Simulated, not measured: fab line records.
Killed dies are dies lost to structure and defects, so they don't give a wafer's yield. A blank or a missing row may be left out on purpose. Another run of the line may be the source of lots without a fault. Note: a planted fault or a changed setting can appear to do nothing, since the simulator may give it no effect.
Check for tools in common ; flow n5-finfet ; 8 lots, 24 wafers sampled

THE REASON FOR OPENING IT
Of 8 lots, 2 have the reading SD_P_BLK_OVL flagged at N5_SD_EPI_P_OVL_MEAS_10. No-fault wafers: 0.3 nm, standard deviation 0.74.
Rule: flag the lot when none of its wafers has a number, or when each of its wafers that has one lies beyond 4 standard deviations from that mean. All remaining lots are regarded as sound.

lot;measured;on;SD_P_BLK_OVL (nm), wafer by wafer;flag
L578;day 3 10:35;overlay-02;0.2 0.7 1.1;
L583;day 4 12:34;overlay-01;-0.2 0.3 0.0;
L587;day 5 12:40;overlay-02;0.7 0.5 1.9;
L594;day 7 05:28;overlay-01;86.5 86.6 87.5;FLAGGED
L596;day 7 22:35;overlay-02;86.0 84.7 86.6;FLAGGED
L597;day 7 23:44;overlay-02;-0.1 -1.1 -0.3;
L598;day 8 10:19;overlay-02;-0.9 -0.4 0.6;
L600;day 8 19:06;overlay-02;0.7 0.3 0.8;
Flagged lots average 86.3 nm: +86.0 nm relative to the usual, that is +99 or more standard deviations.

TOOL THAT RAN EACH LOT
The record holds 1 process step before the reading, out of a route of 1938 steps. Read each cell as the tool, then ch plus the chambers that the sampled wafers visited, then the start.
lot;flag;N5_SD_EPI_P_EXPOSE_06
L578;;arfi-scanner-03 ch 0, day 3 10:26
L583;;arfi-scanner-01 ch 0, day 4 12:25
L587;;arfi-scanner-03 ch 0, day 5 12:31
L594;FLAGGED;arfi-scanner-03 ch 0, day 7 05:19
L596;FLAGGED;arfi-scanner-03 ch 0, day 7 22:27
L597;;arfi-scanner-01 ch 0, day 7 23:36
L598;;arfi-scanner-01 ch 0, day 8 10:09
L600;;arfi-scanner-01 ch 0, day 8 18:56
What is done by these steps:
- N5_SD_EPI_P_EXPOSE_06: exposes mask SD P BLK, target cd 240 nm.
- N5_SD_EPI_P_OVL_MEAS_10

FLAGGED OVER TOTAL, TOOL BY TOOL (the gauges that took the reading come last)
step;tool;lots run;flagged;share of the flagged lots;sound lots run after its first flagged lot
N5_SD_EPI_P_EXPOSE_06;arfi-scanner-01;4;0;none;-
N5_SD_EPI_P_EXPOSE_06;arfi-scanner-03;4;2;all;0
N5_SD_EPI_P_OVL_MEAS_10;overlay-01;2;1;some;0
N5_SD_EPI_P_OVL_MEAS_10;overlay-02;6;1;some;3 (L597,L598,L600)

WHAT IS ALLOWED BY THE TABLE
Rows of the table that ran each flagged lot: 1, that is arfi-scanner-03 at N5_SD_EPI_P_EXPOSE_06.
- arfi-scanner-03 at N5_SD_EPI_P_EXPOSE_06: 2 of its 4 lots flagged. Its last sound lot is L587 (day 5 12:31), its first flagged lot L594 (day 7 05:19): a fault that began between those two fits.
arfi-scanner-03 at N5_SD_EPI_P_EXPOSE_06 is the single tool remaining.

WHAT THE SIMULATOR HAD PUT IN
Scanner matching overlay: arfi-scanner-03, from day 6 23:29 on, at N5_SD_EPI_P_EXPOSE_06. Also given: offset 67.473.
Struck lots among those shown: L594, L596. This agrees with what the rule above found.
